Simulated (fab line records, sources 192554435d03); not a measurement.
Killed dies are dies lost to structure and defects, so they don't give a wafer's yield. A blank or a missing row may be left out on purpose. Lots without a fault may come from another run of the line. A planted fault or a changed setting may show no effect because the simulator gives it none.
Split-lot experiment | flow n5_finfet | 7 lots, 21 wafers read, on a route of 1938 steps

THE SPLIT
At N5_BEOL_M5_DEP_56 (deposits SiCN from 3MS/NH3, target thk 8 nm, time 14 s), the setting time_s was moved away from the recipe's 14 s on 5 of the 21 wafers read, by -5.3% to +8.4%. The other wafers ran this setting at the recipe's value.

The reading is taken at the split's own step.

THE READING
SiCN_of_BEOL_M5_DEP_56.thk_nm (the simulator's own value, which no gauge read), in nm, at N5_BEOL_M5_DEP_56 (deposits SiCN from 3MS/NH3, target thk 8 nm, time 14 s). The file gives no usual value for it. The 16 wafers here that ran the recipe average 8.0 nm, standard deviation 0.12 nm.

wafer  | tool, chamber at the split | time_s as run, s | against the recipe | SiCN_of_BEOL_M5_DEP_56.thk_nm, nm | against lot-mates on the recipe
L075.2 | pecvd-03, 0                | 14               | recipe             | 7.8                               | -
L075.3 | pecvd-03, 1                | 14               | recipe             | 8                                 | -
L075.5 | pecvd-03, 1                | 14               | recipe             | 8                                 | -
L076.2 | pecvd-02, 1                | 14               | recipe             | 8                                 | -
L076.3 | pecvd-02, 2                | 15.17            | +8.4%              | 8.6                               | +0.6
L076.6 | pecvd-02, 0                | 15.17            | +8.4%              | 8.8                               | +0.8
L080.2 | pecvd-02, 1                | 14.75            | +5.4%              | 8.4                               | +0.3
L080.3 | pecvd-02, 0                | 14               | recipe             | 8                                 | -
L080.5 | pecvd-02, 0                | 14               | recipe             | 8.2                               | -
L082.3 | pecvd-01, 2                | 14               | recipe             | 8                                 | -
L082.6 | pecvd-01, 2                | 14               | recipe             | 8                                 | -
L082.4 | pecvd-01, 1                | 14               | recipe             | 7.8                               | -
L085.2 | pecvd-01, 2,0              | 14               | recipe             | 8                                 | -
L085.3 | pecvd-01, 2,0              | 14               | recipe             | 8                                 | -
L085.4 | pecvd-01, 0                | 14               | recipe             | 8.2                               | -
L086.1 | pecvd-02, 2                | 14               | recipe             | 7.8                               | -
L086.4 | pecvd-02, 1                | 14               | recipe             | 8                                 | -
L086.5 | pecvd-02, 2                | 13.26            | -5.3%              | 7.6                               | -0.3
L096.1 | pecvd-03, 2                | 15.13            | +8.1%              | 8.6                               | +0.5
L096.4 | pecvd-03, 2                | 14               | recipe             | 8.2                               | -
L096.6 | pecvd-03, 1                | 14               | recipe             | 8                                 | -
Where a row lists several chambers, the file gives one row for several wafers and doesn't say which wafer went through which chamber.

THE FIT
A straight line over all 21 wafers: SiCN_of_BEOL_M5_DEP_56.thk_nm changes by +0.0794 nm for each +1% of time_s; r = +0.92; the points scatter about the line by 0.12 nm.
The same after taking each lot's own level away (the mean of its wafers on the recipe; 21 wafers): +0.0719 nm for each +1%; r = +0.93; scatter 0.1 nm.
On that fit, the largest move of time_s shifts the reading by 0.6 nm.
The lots' own levels span 7.90 to 8.10 nm, that is 1.6 times the standard deviation above.
So the lot-to-lot level changes the slope: the two fits differ.
Check: with one of the wafers moved furthest among these (+8.4%) left out of the fit, the line predicts +0.608 nm for it against its lot-mates. It came out at +0.6 nm against them.

OTHER SPLITS ON THESE WAFERS
These wafers also went through other splits before the reading. Each is held against what the fit with the lots' levels taken away leaves over:
other split on the same wafers | wafers away from the commonest value | r with SiCN_of_BEOL_M5_DEP_56.thk_nm (lot level and that fit taken away)
N5_BEOL_M1_EXPOSE_08 dose_mj   | 8                                    | -0.01
N5_BEOL_M2_ALD_98 ald_cycles   | 8                                    | +0.07
N5_BEOL_M3_COAT_76 spin_rpm    | 8                                    | -0.05
N5_BEOL_M3_COAT_22 spin_rpm    | 7                                    | +0.02
N5_BEOL_M4_SPUTTER_48 time_s   | 8                                    | -0.08

THE FILE'S OWN FIT
SiCN_of_BEOL_M5_DEP_56.thk_nm changes by +0.0682 nm for each +1% of time_s, r = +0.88.
